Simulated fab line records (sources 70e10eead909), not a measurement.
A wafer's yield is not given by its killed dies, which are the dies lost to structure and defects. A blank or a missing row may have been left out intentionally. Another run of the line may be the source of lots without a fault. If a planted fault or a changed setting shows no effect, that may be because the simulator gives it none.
Matching of chambers || flow nand harc || NHARC_P_GATE_ETCH_32 on rie si-01: 4 sister chambers
The step etches the open film in HBr/Cl2, target depth 150 nm, time 100.1 s. 24 wafers are shown with their chamber, then 12 later ones without.

WAFERS PAIRED WITH THEIR CHAMBERS
{"wafer": "L075.2", "chamber": 0, "drypump motor current A (A)": 5.6, "oes product au (a.u.)": 1.012, "rf fwd power W (W)": 399.9}
{"wafer": "L075.3", "chamber": 2, "drypump motor current A (A)": 5.3, "oes product au (a.u.)": 1.012, "rf fwd power W (W)": 399.0}
{"wafer": "L075.4", "chamber": 1, "drypump motor current A (A)": 5.6, "oes product au (a.u.)": 0.972, "rf fwd power W (W)": 398.6}
{"wafer": "L076.2", "chamber": 2, "drypump motor current A (A)": 5.3, "oes product au (a.u.)": 1.002, "rf fwd power W (W)": 398.6}
{"wafer": "L076.5", "chamber": 2, "drypump motor current A (A)": 5.3, "oes product au (a.u.)": 1.015, "rf fwd power W (W)": 398.4}
{"wafer": "L076.6", "chamber": 3, "drypump motor current A (A)": 5.6, "oes product au (a.u.)": 0.994, "rf fwd power W (W)": 396.5}
{"wafer": "L077.1", "chamber": 1, "drypump motor current A (A)": 5.6, "oes product au (a.u.)": 0.978, "rf fwd power W (W)": 398.8}
{"wafer": "L077.3", "chamber": 0, "drypump motor current A (A)": 5.6, "oes product au (a.u.)": 1.011, "rf fwd power W (W)": 397.1}
{"wafer": "L077.4", "chamber": 3, "drypump motor current A (A)": 5.6, "oes product au (a.u.)": 0.992, "rf fwd power W (W)": 395.2}
{"wafer": "L082.1", "chamber": 3, "drypump motor current A (A)": 5.6, "oes product au (a.u.)": 0.982, "rf fwd power W (W)": 394.0}
{"wafer": "L082.2", "chamber": 1, "drypump motor current A (A)": 5.6, "oes product au (a.u.)": 0.979, "rf fwd power W (W)": 395.1}
{"wafer": "L082.5", "chamber": 2, "drypump motor current A (A)": 5.2, "oes product au (a.u.)": 0.990, "rf fwd power W (W)": 398.0}
{"wafer": "L087.1", "chamber": 1, "drypump motor current A (A)": 5.6, "oes product au (a.u.)": 0.986, "rf fwd power W (W)": 398.8}
{"wafer": "L087.3", "chamber": 2, "drypump motor current A (A)": 5.2, "oes product au (a.u.)": 0.994, "rf fwd power W (W)": 398.7}
{"wafer": "L087.5", "chamber": 1, "drypump motor current A (A)": 5.6, "oes product au (a.u.)": 0.995, "rf fwd power W (W)": 398.4}
{"wafer": "L088.1", "chamber": 2, "drypump motor current A (A)": 5.2, "oes product au (a.u.)": 0.997, "rf fwd power W (W)": 397.0}
{"wafer": "L088.4", "chamber": 0, "drypump motor current A (A)": 5.6, "oes product au (a.u.)": 1.020, "rf fwd power W (W)": 397.8}
{"wafer": "L088.5", "chamber": 1, "drypump motor current A (A)": 5.6, "oes product au (a.u.)": 0.975, "rf fwd power W (W)": 399.9}
{"wafer": "L090.1", "chamber": 1, "drypump motor current A (A)": 5.6, "oes product au (a.u.)": 0.987, "rf fwd power W (W)": 400.5}
{"wafer": "L090.4", "chamber": 2, "drypump motor current A (A)": 5.2, "oes product au (a.u.)": 0.995, "rf fwd power W (W)": 398.3}
{"wafer": "L090.6", "chamber": 2, "drypump motor current A (A)": 5.2, "oes product au (a.u.)": 0.995, "rf fwd power W (W)": 397.3}
{"wafer": "L089.1", "chamber": 2, "drypump motor current A (A)": 5.2, "oes product au (a.u.)": 1.006, "rf fwd power W (W)": 398.2}
{"wafer": "L089.3", "chamber": 0, "drypump motor current A (A)": 5.7, "oes product au (a.u.)": 1.026, "rf fwd power W (W)": 397.1}
{"wafer": "L089.6", "chamber": 2, "drypump motor current A (A)": 5.2, "oes product au (a.u.)": 0.995, "rf fwd power W (W)": 397.9}

SIGNATURES, as means of the wafers listed above
{"reading": "drypump motor current A", "chamber 0": 5.625, "chamber 1": 5.600, "chamber 2": 5.230, "chamber 3": 5.600, "scatter within a chamber": 0.0377}
{"reading": "oes product au", "chamber 0": 1.01725, "chamber 1": 0.98171, "chamber 2": 1.00010, "chamber 3": 0.98933, "scatter within a chamber": 0.00789}
{"reading": "rf fwd power W", "chamber 0": 397.975, "chamber 1": 398.586, "chamber 2": 398.140, "chamber 3": 395.233, "scatter within a chamber": 1.21}
Rule: for a wafer and a chamber, the distance is found by dividing, reading by reading, the gap between the wafer's reading and the chamber's mean by the reading's scatter, squaring, summing and taking the root. The wafer belongs to the nearest chamber; if the next one is less than 2 further off, it can't be placed. How the scatter is found: for the shown wafers, subtract from each reading the mean of its chamber, square and add these, divide the total by (wafers less chambers), then take the root.

WAFERS MISSING THEIR CHAMBER
{"wafer": "L093.1", "drypump motor current A (A)": 5.6, "oes product au (a.u.)": 0.978, "rf fwd power W (W)": 396.2}
{"wafer": "L093.3", "drypump motor current A (A)": 5.3, "oes product au (a.u.)": 0.990, "rf fwd power W (W)": 398.8}
{"wafer": "L093.6", "drypump motor current A (A)": 5.2, "oes product au (a.u.)": 0.985, "rf fwd power W (W)": 399.1}
{"wafer": "L094.2", "drypump motor current A (A)": 5.2, "oes product au (a.u.)": 0.989, "rf fwd power W (W)": 400.8}
{"wafer": "L094.4", "drypump motor current A (A)": 5.6, "oes product au (a.u.)": 0.990, "rf fwd power W (W)": 399.1}
{"wafer": "L094.5", "drypump motor current A (A)": 5.6, "oes product au (a.u.)": 1.012, "rf fwd power W (W)": 397.9}
{"wafer": "L096.1", "drypump motor current A (A)": 5.2, "oes product au (a.u.)": 0.985, "rf fwd power W (W)": 399.0}
{"wafer": "L096.2", "drypump motor current A (A)": 5.6, "oes product au (a.u.)": 0.984, "rf fwd power W (W)": 397.6}
{"wafer": "L096.6", "drypump motor current A (A)": 5.6, "oes product au (a.u.)": 0.984, "rf fwd power W (W)": 397.2}
{"wafer": "L097.3", "drypump motor current A (A)": 5.6, "oes product au (a.u.)": 1.021, "rf fwd power W (W)": 398.1}
{"wafer": "L097.4", "drypump motor current A (A)": 5.6, "oes product au (a.u.)": 1.001, "rf fwd power W (W)": 396.0}
{"wafer": "L097.6", "drypump motor current A (A)": 5.6, "oes product au (a.u.)": 0.982, "rf fwd power W (W)": 396.5}

CHAMBER TAKEN BY EACH
{"wafer": "L093.1", "from the rows above": "can't be placed: 3 or 1", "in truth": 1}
{"wafer": "L093.3", "from the rows above": 2, "in truth": 2}
{"wafer": "L093.6", "from the rows above": 2, "in truth": 2}
{"wafer": "L094.2", "from the rows above": 2, "in truth": 2}
{"wafer": "L094.4", "from the rows above": 1, "in truth": 1}
{"wafer": "L094.5", "from the rows above": 0, "in truth": 0}
{"wafer": "L096.1", "from the rows above": 2, "in truth": 2}
{"wafer": "L096.2", "from the rows above": "can't be placed: 1 or 3", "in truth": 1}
{"wafer": "L096.6", "from the rows above": "can't be placed: 1 or 3", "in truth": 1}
{"wafer": "L097.3", "from the rows above": 0, "in truth": 0}
{"wafer": "L097.4", "from the rows above": "can't be placed: 3 or 0 or 1", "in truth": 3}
{"wafer": "L097.6", "from the rows above": "can't be placed: 3 or 1", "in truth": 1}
7 of 12 placed correctly. Cannot be placed on the basis of these rows: 5; the candidates contain the true chamber in 5. Placed wrongly: 0.
